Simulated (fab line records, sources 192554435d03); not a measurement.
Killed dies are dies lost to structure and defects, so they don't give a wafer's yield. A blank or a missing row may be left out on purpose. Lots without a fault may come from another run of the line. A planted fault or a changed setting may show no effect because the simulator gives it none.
Chamber matching | flow n5_finfet | N5_BEOL_M2_STRIP_66 on rie_diel-04: 4 sister chambers
The step strips in CF4. 27 wafers are shown with their chamber, then 12 later ones without.

WAFERS WITH THEIR CHAMBER
wafer  | chamber | drypump_motor_current_A (A) | throttle_valve_pct (%) | oes_product_au (a.u.)
L076.3 | 3       | 6.2                         | 13.8                   | 0.76
L076.4 | 3       | 6.3                         | 13.8                   | 0.76
L076.6 | 2       | 4.9                         | 13.8                   | 0.69
L078.1 | 1       | 6.3                         | 13.0                   | 0.93
L078.3 | 2       | 4.9                         | 13.8                   | 0.69
L078.5 | 0       | 6.2                         | 13.9                   | 0.72
L079.2 | 1       | 6.2                         | 13.1                   | 0.91
L079.5 | 3       | 6.1                         | 13.9                   | 0.75
L079.6 | 2       | 4.9                         | 13.8                   | 0.68
L080.1 | 3       | 6.2                         | 13.9                   | 0.75
L080.2 | 2       | 4.9                         | 13.9                   | 0.68
L080.4 | 0       | 6.2                         | 13.9                   | 0.72
L083.1 | 0       | 6.2                         | 13.9                   | 0.71
L083.4 | 1       | 6.3                         | 13.1                   | 0.89
L083.6 | 3       | 6.2                         | 13.9                   | 0.74
L088.1 | 1       | 6.3                         | 13.1                   | 0.86
L088.3 | 0       | 6.2                         | 14.0                   | 0.70
L088.4 | 1       | 6.3                         | 13.1                   | 0.87
L089.1 | 2       | 4.9                         | 13.3                   | 0.95
L089.3 | 0       | 6.2                         | 14.0                   | 0.70
L089.6 | 2       | 4.9                         | 13.3                   | 0.94
L091.1 | 2       | 4.9                         | 13.3                   | 0.94
L091.3 | 0       | 6.2                         | 14.0                   | 0.70
L091.4 | 1       | 6.3                         | 13.1                   | 0.86
L090.1 | 2       | 4.9                         | 13.4                   | 0.92
L090.2 | 1       | 6.3                         | 13.1                   | 0.86
L090.4 | 3       | 6.2                         | 13.9                   | 0.73

SIGNATURES (means of the wafers above)
reading                 | chamber 0 | chamber 1 | chamber 2 | chamber 3 | scatter within a chamber
drypump_motor_current_A | 6.200     | 6.286     | 4.900     | 6.200     | 0.0352
throttle_valve_pct      | 13.950    | 13.086    | 13.575    | 13.867    | 0.155
oes_product_au          | 0.7083    | 0.8829    | 0.8113    | 0.7483    | 0.0763
Rule: a wafer's distance from a chamber is the root of the sum, over the readings, of the square of ((its reading less the chamber's mean) divided by the reading's scatter). The wafer belongs to the nearest chamber; if the next one is less than 2 further off, it can't be placed. The scatter: the root of (the sum of the squares of (reading less its chamber's mean) over the shown wafers, divided by (wafers less chambers)).

WAFERS WITHOUT THEIR CHAMBER
wafer  | drypump_motor_current_A (A) | throttle_valve_pct (%) | oes_product_au (a.u.)
L092.2 | 4.9                         | 13.4                   | 0.91
L092.3 | 6.3                         | 13.1                   | 0.86
L092.5 | 4.9                         | 13.3                   | 0.92
L095.1 | 6.2                         | 13.9                   | 0.73
L095.2 | 6.2                         | 14.0                   | 0.70
L095.3 | 4.9                         | 13.4                   | 0.90
L096.1 | 6.2                         | 13.9                   | 0.72
L096.2 | 6.3                         | 13.1                   | 0.85
L096.6 | 6.2                         | 14.0                   | 0.69
L097.1 | 6.2                         | 13.9                   | 0.72
L097.3 | 6.2                         | 14.0                   | 0.70
L097.5 | 6.3                         | 13.2                   | 0.84

WHICH CHAMBER EACH WENT THROUGH
wafer  | from the rows above     | in truth
L092.2 | 2                       | 2
L092.3 | 1                       | 1
L092.5 | 2                       | 2
L095.1 | can't be placed: 3 or 0 | 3
L095.2 | can't be placed: 0 or 3 | 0
L095.3 | 2                       | 2
L096.1 | can't be placed: 0 or 3 | 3
L096.2 | 1                       | 1
L096.6 | can't be placed: 0 or 3 | 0
L097.1 | can't be placed: 0 or 3 | 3
L097.3 | can't be placed: 0 or 3 | 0
L097.5 | 1                       | 1
Placed correctly: 6 of 12. Can't be placed from these rows: 6 (the true chamber is among the candidates in 6). Placed wrongly: 0.
